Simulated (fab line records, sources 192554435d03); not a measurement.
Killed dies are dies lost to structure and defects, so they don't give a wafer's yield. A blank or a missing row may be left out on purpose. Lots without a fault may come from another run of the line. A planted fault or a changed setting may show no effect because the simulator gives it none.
fab line records | flow n5_finfet
record lots=7 wafers=21
route steps=1938 shown BEOL_M7@1273 BEOL_M8@1336
start_h: hours from the record's first day to the start of the lot's first wafer shown | wait_h: hours since the lot's step before | " the same as in the row above | L1.1+2: a row that stands for several wafers | - no value, or no start given | * or withheld: withheld | < > ~ a bound
route shown NAME@n: a module of which the file shows steps, and the number in the route of the first | usual: mean/standard deviation of fault-free wafers | same: alike in all rows | chamber/n: place in a boat | sites: the reading at each site | _std_site: their standard deviation | _edge_site: outer sites' mean less inner sites' | radius_mm: how far each site lies from the wafer's centre | mask NAME#n: copy n | behind: the tool/chamber that last shaped the wafer | hold: why the lot was held/for how many hours/how that ended | device: the transistor (n, p or np) that didn't switch | end of line: the same wafers' tests at the end of the route | a step without rows: its recipe alone | killed: dies lost to structure and defects at the first sort, not the wafer's yield | map: a wafer's dies, x killed, . not, _ none there
set.NAME: the setting as run; set.NAME@STEP: as run at that earlier step | model.NAME: the simulator's own value behind a step, which no gauge read
lots whose settings were changed on purpose; a table a step, a row a wafer
## steps
# step N5_BEOL_M7_EXPOSE_08
# recipe mask_id=M7 na=1.35 source_shape=dipole sigma_inner=0.817 sigma_outer=0.97 polarization=te dose_mj=68.25
# columns lot.wafer tool chamber start_h wait_h mask set.dose_mj
L075.1+4+5 arfi_scanner-01 0 206.91 - M7#0 68.25
L083.2+6 arfi_scanner-02 0 256.84 - M7#0 64.16
L083.4 " 0 " " M7#0 68.25
L082.1+4 arfi_scanner-03 0 271.06 - M7#0 66.9
L082.5 " 0 " " M7#0 68.25
L090.1+6 arfi_scanner-02 0 311.11 - M7#0 63.38
L090.3 " 0 " " M7#0 68.25
L096.2 arfi_scanner-01 0 315.78 - M7#0 72.8
L096.4+6 " 0 " " M7#0 68.25
L092.1+2+4 arfi_scanner-03 0 316.03 - M7#0 68.25
L094.1+2+6 arfi_scanner-03 0 318.93 - M7#0 68.25
# step N5_BEOL_M7_PEB_09
# recipe peb_temp_c=withheld peb_time_s=60 resist=CAR-ArF
# step N5_BEOL_M7_DEVELOP_10
# recipe develop_time_s=30 developer=TMAH resist=CAR-ArF rinse_liquid=diw dry=air_spin dev_temp_c=23
# columns lot.wafer tool chamber start_h wait_h set.spin_rpm@BEOL_M7_COAT_05 model.CAR-ArF_of_BEOL_M7_COAT_05.thk_nm
L075.1 litho_track-05 0 - - 1553 86.6
L075.4 " 0 " " 1500 88.4
L075.5 " 0 " " 1553 86.8
L083.2+4 litho_track-02 0 - - 1500 88
L083.6 " 0 " " 1378 91.4
L082.1 litho_track-05 0 - - 1606 85.4
L082.4+5 " 0 " " 1606 85
L090.1 litho_track-02 0 - - 1500 88.2
L090.3+6 " 0 " " 1455 89.8
L096.2+4+6 litho_track-01 0 - - 1500 88.2
L092.1 litho_track-05 0 - - 1500 88.4
L092.2 " 0 " " 1338 93.8
L092.4 " 0 " " 1338 93.4
L094.1+6 litho_track-02 0 - - 1500 88.2
L094.2 " 0 " " 1500 88
# step N5_BEOL_M7_CD_MEAS_11
# recipe target_cd_nm=38.5 landing_energy_ev=500 detector=se_inlens polarity=opening
# usual cd_nm=38.4/0.51
# columns lot.wafer tool chamber start_h wait_h set.dose_mj@BEOL_M7_EXPOSE_08 cd_nm
L075.1 cd_sem-03 0 207.04 - 68.25 38.9
L075.4 " 0 " " 68.25 38.5
L075.5 " 0 " " 68.25 38.9
L083.2 cd_sem-02 0 256.96 - 64.16 36.0
L083.4 " 0 " " 68.25 38.3
L083.6 " 0 " " 64.16 35.9
L082.1 cd_sem-01 0 271.19 - 66.9 37.0
L082.4 " 0 " " 66.9 36.9
L082.5 " 0 " " 68.25 37.7
L090.1 cd_sem-02 0 311.23 - 63.38 35.4
L090.3 " 0 " " 68.25 39.2
L090.6 " 0 " " 63.38 35.6
L096.2 cd_sem-02 0 315.90 - 72.8 42.6
L096.4 " 0 " " 68.25 39.3
L096.6 " 0 " " 68.25 38.2
L092.1 cd_sem-02 0 316.16 - 68.25 37.9
L092.2 " 0 " " 68.25 38.1
L092.4 " 0 " " 68.25 38.2
L094.1 cd_sem-02 0 319.06 - 68.25 37.6
L094.2 " 0 " " 68.25 38.4
L094.6 " 0 " " 68.25 38.4
# step N5_BEOL_M7_DESCUM_16
# recipe chemistry=O2 time_s=7.9 source_power_w=50 bias_power_w=20 pressure_mtorr=20 rf_frequency_hz=2.712e+07 temp_c=40 resist=CAR-ArF o2_flow_sccm=225
# step N5_BEOL_M7_ETCH_61
# recipe chemistry=CF4 target=SiARC target_depth_a=455 mask_material=CAR-ArF time_s=75.8 ion_energy_ev=80 pressure_mtorr=40 source_w=545 bias_w=36 Ar_flow_sccm=100 cf4_flow_sccm=100 ends=cleared
# columns lot.wafer tool chamber start_h wait_h set.dose_mj@BEOL_M7_EXPOSE_08 model.BEOL_M7.cd_offset_nm
L075.1+4+5 rie_diel-03 1,2,0 207.16 0.0 68.25 0.4
L083.2 rie_diel-04 2 257.08 0.0 64.16 -2.6
L083.4 " 0 " " 68.25 0
L083.6 " 3 " " 64.16 -2.8
L082.1 rie_diel-05 1 271.31 0.0 66.9 -1.6
L082.4 " 3 " " 66.9 -1.4
L082.5 " 1 " " 68.25 -1
L090.1 rie_diel-05 1 311.36 0.0 63.38 -3.4
L090.3 " 3 " " 68.25 1
L090.6 " 2 " " 63.38 -3
L096.2 rie_diel-05 3 316.03 0.0 72.8 4
L096.4 " 2 " " 68.25 0.6
L096.6 " 1 " " 68.25 -0.4
L092.1+4 rie_diel-04 3,2 316.29 0.0 68.25 -0.6
L092.2 " 0 " " 68.25 -0.2
L094.1 rie_diel-04 3 319.35 0.0 68.25 -1
L094.2 " 0 " " 68.25 0.2
L094.6 " 0 " " 68.25 0
# step N5_BEOL_M7_ETCH_62
# recipe chemistry=N2/H2 target=SOC target_depth_a=1100 overetch_a=220 mask_material=SiARC temp_c=40 time_s=165 ion_energy_ev=200 pressure_mtorr=30 source_w=840 bias_w=150 n2_flow_sccm=200 h2_flow_sccm=200
# columns lot.wafer tool chamber start_h wait_h set.dose_mj@BEOL_M7_EXPOSE_08 model.BEOL_M7.cd_offset_nm
L075.1+4 rie_diel-03 1,2 207.22 0.0 68.25 0
L075.5 " 0 " " 68.25 0.4
L083.2 rie_diel-04 2 257.14 0.0 64.16 -2.6
L083.4 " 0 " " 68.25 0
L083.6 " 3 " " 64.16 -3
L082.1 rie_diel-05 1 271.37 0.0 66.9 -1.8
L082.4 " 3 " " 66.9 -2
L082.5 " 1 " " 68.25 -1
L090.1 rie_diel-05 1 311.41 0.0 63.38 -3.4
L090.3 " 3 " " 68.25 0.4
L090.6 " 2 " " 63.38 -2.6
L096.2 rie_diel-05 3 316.08 0.0 72.8 3.4
L096.4 " 2 " " 68.25 0.4
L096.6 " 1 " " 68.25 -0.6
L092.1 rie_diel-04 3 316.34 0.0 68.25 -0.8
L092.2 " 0 " " 68.25 0
L092.4 " 2 " " 68.25 -0.4
L094.1 rie_diel-04 3 319.41 0.0 68.25 -1.2
L094.2+6 " 0 " " 68.25 0.2
# step N5_BEOL_M7_STRIP_68
# recipe chemistry=N2/H2 temp_c=40 n2_flow_sccm=200 h2_flow_sccm=200 rf_frequency_hz=6e+07
# step N5_BEOL_M7_STRIP_67
# recipe chemistry=CF4 resist=SiARC power_w=300 bias_power_w=75 pressure_mtorr=50 cf4_flow_sccm=150 rf_frequency_hz=6e+07
# step N5_BEOL_M7_HM_OPEN_17
# recipe chemistry=Cl2/BCl3 target_depth_a=200 overetch_a=60 target=TiN mask_material=SOC ion_energy_ev=150 pressure_mtorr=10 icp_w=1000 bias_w=126 Cl2_flow_sccm=53.25 bcl3_flow_sccm=21.75 Ar_flow_sccm=25
# columns lot.wafer tool chamber start_h wait_h set.dose_mj@BEOL_M7_EXPOSE_08 model.BEOL_M7.cd_offset_nm
L075.1+4 rie_metal-01 1,0 207.40 0.0 68.25 0.2
L075.5 " 1 " " 68.25 0.4
L083.2 rie_metal-01 0 257.32 0.0 64.16 -2.6
L083.4 " 1 " " 68.25 0
L083.6 " 1 " " 64.16 -2.8
L082.1 rie_metal-01 0 271.55 0.0 66.9 -1.6
L082.4 " 1 " " 66.9 -2
L082.5 " 1 " " 68.25 -0.8
L090.1 rie_metal-02 0 311.60 0.0 63.38 -3.4
L090.3 " 0 " " 68.25 0.4
L090.6 " 0 " " 63.38 -2.8
L096.2 rie_metal-03 0 316.27 0.0 72.8 3.4
L096.4 " 1 " " 68.25 0.6
L096.6 " 1 " " 68.25 -0.4
L092.1 rie_metal-02 0 316.54 0.0 68.25 -0.8
L092.2 " 0 " " 68.25 0
L092.4 " 0 " " 68.25 -0.4
L094.1 rie_metal-02 0 319.66 0.1 68.25 -1.4
L094.2 " 0 " " 68.25 0
L094.6 " 0 " " 68.25 0.2
# step N5_BEOL_M7_STRIP_19
# recipe chemistry=O2 power_w=400 temp_c=40 pressure_mtorr=30 rf_frequency_hz=6e+07 bias_power_w=0 overash_fraction=0.2 o2_flow_sccm=225
# step N5_BEOL_M7_CD_MEAS_18
# recipe pitch_nm=80 target_cd_nm=40
# usual cd_nm=39.9/0.63
# columns lot.wafer tool chamber start_h wait_h set.dose_mj@BEOL_M7_EXPOSE_08 cd_nm
L075.1 cd_sem-03 - 207.58 0.0 68.25 40.2
L075.4 " - " " 68.25 40.5
L075.5 " - " " 68.25 40.6
L083.2 cd_sem-03 - 257.53 0.1 64.16 37.8
L083.4 " - " " 68.25 40.1
L083.6 " - " " 64.16 37.4
L082.1 cd_sem-02 - 271.74 0.0 66.9 38.7
L082.4 " - " " 66.9 38.1
L082.5 " - " " 68.25 39.4
L090.1 cd_sem-01 - 311.99 0.0 63.38 36.7
L090.3 " - " " 68.25 40.6
L090.6 " - " " 63.38 37.2
L096.2 cd_sem-01 - 316.45 0.1 72.8 43.6
L096.4 " - " " 68.25 40.8
L096.6 " - " " 68.25 39.4
L092.1 cd_sem-01 - 316.81 0.1 68.25 39.1
L092.2 " - " " 68.25 39.4
L092.4 " - " " 68.25 39.3
L094.1 cd_sem-02 - 319.93 0.0 68.25 38.6
L094.2 " - " " 68.25 40.5
L094.6 " - " " 68.25 40.2
# step N5_BEOL_M7_COAT_63
# recipe resist=SOC temp_c=250 time_s=60 spin_rpm=1500 resist_thk_nm=60
# step N5_BEOL_M7_COAT_64
# recipe resist=SiARC temp_c=220 time_s=60 spin_rpm=1500 resist_thk_nm=12
# step N5_BEOL_M7_PRECLEAN_42
# recipe chemistry=residue_remover time_s=60 temp_c=40
# step N5_BEOL_M7_SRD_43
# recipe time_s=30 temp_c=23 rinse_liquid=diw dry=ipa_marangoni
# step N5_BEOL_M7_CD_MEAS_35
# recipe target_cd_nm=40 polarity=opening
# usual cd_nm=39.9/0.62
# columns lot.wafer tool chamber start_h wait_h set.dose_mj@BEOL_M7_EXPOSE_08 cd_nm
L075.1 cd_sem-01 - 210.10 0.0 68.25 40.3
L075.4 " - " " 68.25 39.8
L075.5 " - " " 68.25 40.3
L083.2 cd_sem-02 - 259.73 0.0 64.16 37.5
L083.4 " - " " 68.25 39.8
L083.6 " - " " 64.16 37.2
L082.1 cd_sem-01 - 274.61 0.0 66.9 38.5
L082.4 " - " " 66.9 38.0
L082.5 " - " " 68.25 39.5
L090.1 cd_sem-03 - 314.99 0.0 63.38 36.6
L090.3 " - " " 68.25 40.1
L090.6 " - " " 63.38 37.0
L092.1 cd_sem-01 - 318.81 0.0 68.25 38.9
L092.2 " - " " 68.25 40.0
L092.4 " - " " 68.25 39.3
L096.2 cd_sem-02 - 319.31 0.0 72.8 43.6
L096.4 " - " " 68.25 40.6
L096.6 " - " " 68.25 39.4
L094.1 cd_sem-01 - 321.58 0.0 68.25 38.3
L094.2 " - " " 68.25 40.1
L094.6 " - " " 68.25 40.1
# step N5_BEOL_M8_HM_DEP_02
# recipe material=TiN target_thk_a=200 temp_c=25 chamber_pressure_pa=0.49996
# columns lot.wafer tool chamber start_h wait_h set.target_thk_a model.TiN_of_BEOL_M8_HM_DEP_02.thk_nm
L075.1 pvd_sputter-03 - 213.78 0.8 200 19.8
L075.4 " - " " 200 20.4
L075.5 " - " " 200 20
L083.2+6 pvd_sputter-01 - 265.13 1.6 200 19.8
L083.4 " - " " 200 19.6
L082.1+4 pvd_sputter-03 - 278.04 0.4 190.4 19
L082.5 " - " " 200 20.4
L090.1 pvd_sputter-02 - 318.89 0.6 200 19.8
L090.3+6 " - " " 200 20
L092.1+4 pvd_sputter-01 - 324.58 1.5 200 19.4
L092.2 " - " " 220.3 21.8
L096.2 pvd_sputter-03 - 324.80 0.4 215.5 21.2
L096.4+6 " - " " 200 19.8
L094.1+2+6 pvd_sputter-01 - 325.44 0.4 200 19.4
# step N5_BEOL_M8_PEB_09
# recipe peb_temp_c=withheld peb_time_s=60 resist=CAR-ArF
# columns lot.wafer tool chamber start_h wait_h set.peb_time_s
L075.1+5 litho_track-03 0 214.21 0.1 67.92
L075.4 " 0 " " 60
L083.2+4 litho_track-04 0 265.44 0.0 51.5
L083.6 " 0 " " 60
L082.1 litho_track-01 0 278.34 0.1 60
L082.4+5 " 0 " " 53.45
L090.1 litho_track-04 0 319.48 0.1 60
L090.3+6 " 0 " " 68.75
L092.1+4 litho_track-01 0 325.02 0.1 60
L092.2 " 0 " " 49.61
L096.2 litho_track-04 0 325.10 0.0 60
L096.4+6 " 0 " " 47.99
L094.1+2+6 litho_track-04 0 325.88 0.1 60
# step N5_BEOL_M8_DEVELOP_10
# recipe develop_time_s=30 developer=TMAH resist=CAR-ArF rinse_liquid=diw dry=air_spin dev_temp_c=23
# step N5_BEOL_M8_CD_MEAS_11
# recipe target_cd_nm=38.5 landing_energy_ev=500 detector=se_inlens polarity=opening
# usual cd_nm=38.7/0.49
# columns lot.wafer tool chamber start_h wait_h set.peb_time_s@BEOL_M8_PEB_09 cd_nm
L075.1 cd_sem-03 0 214.28 - 67.92 41.9
L075.4 " 0 " " 60 38.2
L075.5 " 0 " " 67.92 41.4
L083.2 cd_sem-01 0 265.51 - 51.5 34.1
L083.4 " 0 " " 51.5 34.5
L083.6 " 0 " " 60 38.3
L082.1 cd_sem-01 0 278.41 - 60 38.4
L082.4 " 0 " " 53.45 35.7
L082.5 " 0 " " 53.45 35.9
L090.1 cd_sem-02 0 319.55 - 60 39.5
L090.3 " 0 " " 68.75 42.4
L090.6 " 0 " " 68.75 42.2
L092.1 cd_sem-02 0 325.08 - 60 37.4
L092.2 " 0 " " 49.61 33.7
L092.4 " 0 " " 60 39.1
L096.2 cd_sem-01 0 325.17 - 60 39.0
L096.4 " 0 " " 47.99 32.9
L096.6 " 0 " " 47.99 33.1
L094.1 cd_sem-02 0 325.94 - 60 38.6
L094.2 " 0 " " 60 38.4
L094.6 " 0 " " 60 38.5
# step N5_BEOL_M8_DESCUM_16
# recipe chemistry=O2 time_s=7.9 source_power_w=50 bias_power_w=20 pressure_mtorr=20 rf_frequency_hz=2.712e+07 temp_c=40 resist=CAR-ArF o2_flow_sccm=225
# step N5_BEOL_M8_ETCH_61
# recipe chemistry=CF4 target=SiARC target_depth_a=455 mask_material=CAR-ArF time_s=75.8 ion_energy_ev=80 pressure_mtorr=40 source_w=545 bias_w=36 Ar_flow_sccm=100 cf4_flow_sccm=100 ends=cleared
# columns lot.wafer tool chamber start_h wait_h set.peb_time_s@BEOL_M8_PEB_09 model.BEOL_M8.cd_offset_nm
L075.1 rie_diel-02 3 214.40 0.0 67.92 3.2
L075.4 " 0 " " 60 -0.6
L075.5 " 2 " " 67.92 2.6
L083.2+4 rie_diel-02 0,1 265.63 0.0 51.5 -4
L083.6 " 0 " " 60 -0.2
L082.1 rie_diel-06 0 278.69 0.0 60 0.2
L082.4 " 2 " " 53.45 -2.6
L082.5 " 2 " " 53.45 -2.8
L090.1 rie_diel-02 0 319.97 0.0 60 0.4
L090.3 " 3 " " 68.75 4
L090.6 " 2 " " 68.75 3.6
L092.1 rie_diel-02 2 325.21 0.0 60 -0.8
L092.2 " 1 " " 49.61 -4.8
L092.4 " 3 " " 60 0.8
L096.2 rie_diel-06 2 325.29 0.0 60 1
L096.4 " 2 " " 47.99 -5.2
L096.6 " 3 " " 47.99 -5.8
L094.1 rie_diel-02 1 326.07 0.0 60 0
L094.2+6 " 2 " " 60 -0.2
# step N5_BEOL_M8_ETCH_62
# recipe chemistry=N2/H2 target=SOC target_depth_a=1100 overetch_a=220 mask_material=SiARC temp_c=40 time_s=165 ion_energy_ev=200 pressure_mtorr=30 source_w=840 bias_w=150 n2_flow_sccm=200 h2_flow_sccm=200
# step N5_BEOL_M8_STRIP_68
# recipe chemistry=N2/H2 temp_c=40 n2_flow_sccm=200 h2_flow_sccm=200 rf_frequency_hz=6e+07
# step N5_BEOL_M8_STRIP_67
# recipe chemistry=CF4 resist=SiARC power_w=300 bias_power_w=75 pressure_mtorr=50 cf4_flow_sccm=150 rf_frequency_hz=6e+07
# step N5_BEOL_M8_HM_OPEN_17
# recipe chemistry=Cl2/BCl3 target_depth_a=200 overetch_a=60 target=TiN mask_material=SOC ion_energy_ev=150 pressure_mtorr=10 icp_w=1000 bias_w=126 Cl2_flow_sccm=53.25 bcl3_flow_sccm=21.75 Ar_flow_sccm=25
# columns lot.wafer tool chamber start_h wait_h set.target_thk_a@BEOL_M8_HM_DEP_02 model.etch.depth_nm
L075.1 rie_metal-03 0 214.65 0.0 200 19.8
L075.4 " 1 " " 200 20.38
L075.5 " 1 " " 200 19.93
L083.2 rie_metal-03 0 265.87 0.0 200 19.77
L083.4 " 1 " " 200 19.59
L083.6 " 1 " " 200 19.87
L082.1+4 rie_metal-03 1,0 278.93 0.0 190.4 19.03
L082.5 " 1 " " 200 20.37
L090.1 rie_metal-02 0 320.21 0.0 200 19.81
L090.3 " 0 " " 200 20
L090.6 " 0 " " 200 20.05
L092.1 rie_metal-02 0 325.45 0.0 200 19.35
L092.2 " 0 " " 220.3 21.78
L092.4 " 0 " " 200 19.43
L096.2 rie_metal-03 1 325.54 0.0 215.5 21.2
L096.4 " 1 " " 200 19.79
L096.6 " 0 " " 200 19.76
L094.1 rie_metal-01 1 326.31 0.0 200 19.49
L094.2 " 0 " " 200 19.3
L094.6 " 1 " " 200 19.42
# step N5_BEOL_M8_STRIP_19
# recipe chemistry=O2 power_w=400 temp_c=40 pressure_mtorr=30 rf_frequency_hz=6e+07 bias_power_w=0 overash_fraction=0.2 o2_flow_sccm=225
# step N5_BEOL_M8_CD_MEAS_18
# recipe pitch_nm=80 target_cd_nm=40
# usual cd_nm=40.3/0.62
# columns lot.wafer tool chamber start_h wait_h set.peb_time_s@BEOL_M8_PEB_09 cd_nm
L075.1 cd_sem-03 - 214.84 0.0 67.92 43.6
L075.4 " - " " 60 39.5
L075.5 " - " " 67.92 42.8
L083.2 cd_sem-03 - 266.13 0.1 51.5 35.9
L083.4 " - " " 51.5 35.7
L083.6 " - " " 60 40.0
L082.1 cd_sem-01 - 279.11 0.0 60 40.1
L082.4 " - " " 53.45 37.4
L082.5 " - " " 53.45 37.6
L090.1 cd_sem-02 - 320.48 0.0 60 40.3
L090.3 " - " " 68.75 43.8
L090.6 " - " " 68.75 43.6
L096.2 cd_sem-02 - 325.72 0.1 60 41.2
L096.4 " - " " 47.99 35.4
L096.6 " - " " 47.99 34.6
L092.1 cd_sem-03 - 325.76 0.0 60 38.8
L092.2 " - " " 49.61 34.7
L092.4 " - " " 60 40.6
L094.1 cd_sem-03 - 326.49 0.0 60 39.9
L094.2 " - " " 60 39.8
L094.6 " - " " 60 40.5
# step N5_BEOL_M8_DESCUM_33
# recipe chemistry=O2 time_s=7 source_power_w=50 bias_power_w=20 pressure_mtorr=20 rf_frequency_hz=2.712e+07 temp_c=40 resist=CAR-EUV o2_flow_sccm=225
# columns lot.wafer tool chamber start_h wait_h set.time_s model.CAR-EUV_of_BEOL_M8_COAT_22.thk_nm
L075.1+4 rie_diel-01 3,2 218.21 0.0 7 26.2
L075.5 " 3 " " 7.395 26
L083.2 rie_diel-02 0 266.81 0.2 7 26
L083.4+6 " 0,3 " " 7 26.2
L082.1 rie_diel-01 0 282.28 0.2 7 26
L082.4+5 " 0,1 " " 8.154 25.6
L090.1 rie_diel-02 2 321.05 0.0 7 26
L090.3+6 " 3,2 " " 5.719 26.6
L096.2 rie_diel-06 0 327.27 0.0 5.711 26.8
L096.4 " 2 " " 7 26.2
L096.6 " 3 " " 5.711 26.6
L094.1+2+6 rie_diel-01 3,1,3 327.61 0.3 7 26
L092.1 rie_diel-06 2 327.87 0.4 8.51 25.4
L092.2 " 3 " " 8.51 25.2
L092.4 " 2 " " 7 26.2
# step N5_BEOL_M8_ETCH_72
# recipe chemistry=N2/H2 target=underlayer target_depth_a=65 mask_material=CAR-EUV time_s=5.2 ion_energy_ev=200 pressure_mtorr=30 source_w=840 bias_w=150 n2_flow_sccm=200 h2_flow_sccm=200 ends=cleared
# columns lot.wafer tool chamber start_h wait_h set.time_s@BEOL_M8_DESCUM_33 model.CAR-EUV_of_BEOL_M8_COAT_22.thk_nm
L075.1+4 rie_diel-01 3,2 218.25 0.0 7 20.4
L075.5 " 3 " " 7.395 20.2
L083.2+4+6 rie_diel-02 0,0,3 266.85 0.0 7 20.4
L082.1 rie_diel-01 0 282.31 0.0 7 20.4
L082.4+5 " 0,1 " " 8.154 19.8
L090.1 rie_diel-02 2 321.08 0.0 7 20.4
L090.3+6 " 3,2 " " 5.719 21
L096.2 rie_diel-06 0 327.30 0.0 5.711 21.2
L096.4 " 2 " " 7 20.6
L096.6 " 3 " " 5.711 21
L094.1+6 rie_diel-01 3 327.64 0.0 7 20.4
L094.2 " 1 " " 7 20.2
L092.1+2 rie_diel-06 2,3 327.90 0.0 8.51 19.6
L092.4 " 2 " " 7 20.4
# step N5_BEOL_M8_ETCH_65
# recipe chemistry=CF4 target=SiARC target_depth_a=156 mask_material=CAR-EUV time_s=26 ion_energy_ev=80 pressure_mtorr=40 source_w=545 bias_w=36 Ar_flow_sccm=100 cf4_flow_sccm=100 ends=cleared
# columns lot.wafer tool chamber start_h wait_h set.time_s@BEOL_M8_DESCUM_33 model.CAR-EUV_of_BEOL_M8_COAT_22.thk_nm
L075.1+4 rie_diel-01 3,2 218.26 0.0 7 11.2
L075.5 " 3 " " 7.395 11
L083.2+4+6 rie_diel-02 0,0,3 266.86 0.0 7 11.2
L082.1 rie_diel-01 0 282.33 0.0 7 11
L082.4+5 " 0,1 " " 8.154 10.4
L090.1 rie_diel-02 2 321.10 0.0 7 11
L090.3 " 3 " " 5.719 11.8
L090.6 " 2 " " 5.719 11.6
L096.2+6 rie_diel-06 0,3 327.32 0.0 5.711 11.8
L096.4 " 2 " " 7 11.4
L094.1 rie_diel-01 3 327.66 0.0 7 11.2
L094.2+6 " 1,3 " " 7 11
L092.1 rie_diel-06 2 327.92 0.0 8.51 10.4
L092.2 " 3 " " 8.51 10.2
L092.4 " 2 " " 7 11.2
## key
split step=N5_BEOL_M7_EXPOSE_08 setting=dose_mj stated=68.25 by=wafer
response step=N5_BEOL_M7_CD_MEAS_11 reading=cd_nm change=+0.495 per=1% r=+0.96
response step=N5_BEOL_M7_ETCH_61 reading=model.BEOL_M7.cd_offset_nm change=+0.541 per=1% r=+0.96
response step=N5_BEOL_M7_ETCH_62 reading=model.BEOL_M7.cd_offset_nm change=+0.489 per=1% r=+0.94
response step=N5_BEOL_M7_HM_OPEN_17 reading=model.BEOL_M7.cd_offset_nm change=+0.482 per=1% r=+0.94
response step=N5_BEOL_M7_CD_MEAS_18 reading=cd_nm change=+0.494 per=1% r=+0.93
response step=N5_BEOL_M7_CD_MEAS_35 reading=cd_nm change=+0.48 per=1% r=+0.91
split step=N5_BEOL_M8_HM_DEP_02 setting=target_thk_a stated=200 by=wafer
response step=N5_BEOL_M8_HM_DEP_02 reading=model.TiN_of_BEOL_M8_HM_DEP_02.thk_nm change=+0.225 per=1% r=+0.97
response step=N5_BEOL_M8_HM_OPEN_17 reading=model.etch.depth_nm change=+0.224 per=1% r=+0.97
split step=N5_BEOL_M8_PEB_09 setting=peb_time_s stated=60 by=wafer
response step=N5_BEOL_M8_CD_MEAS_11 reading=cd_nm change=+0.262 per=1% r=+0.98
response step=N5_BEOL_M8_ETCH_61 reading=model.BEOL_M8.cd_offset_nm change=+0.28 per=1% r=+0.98
response step=N5_BEOL_M8_CD_MEAS_18 reading=cd_nm change=+0.28 per=1% r=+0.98
split step=N5_BEOL_M8_DESCUM_33 setting=time_s stated=7 by=wafer
response step=N5_BEOL_M8_DESCUM_33 reading=model.CAR-EUV_of_BEOL_M8_COAT_22.thk_nm change=-0.0328 per=1% r=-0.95
response step=N5_BEOL_M8_ETCH_72 reading=model.CAR-EUV_of_BEOL_M8_COAT_22.thk_nm change=-0.0336 per=1% r=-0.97
response step=N5_BEOL_M8_ETCH_65 reading=model.CAR-EUV_of_BEOL_M8_COAT_22.thk_nm change=-0.0351 per=1% r=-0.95
split outside_this_file step=N5_BEOL_M7_COAT_05 setting=spin_rpm
# split outside_this_file: this setting was split too, and the file shows its column; the key of that split is in another file
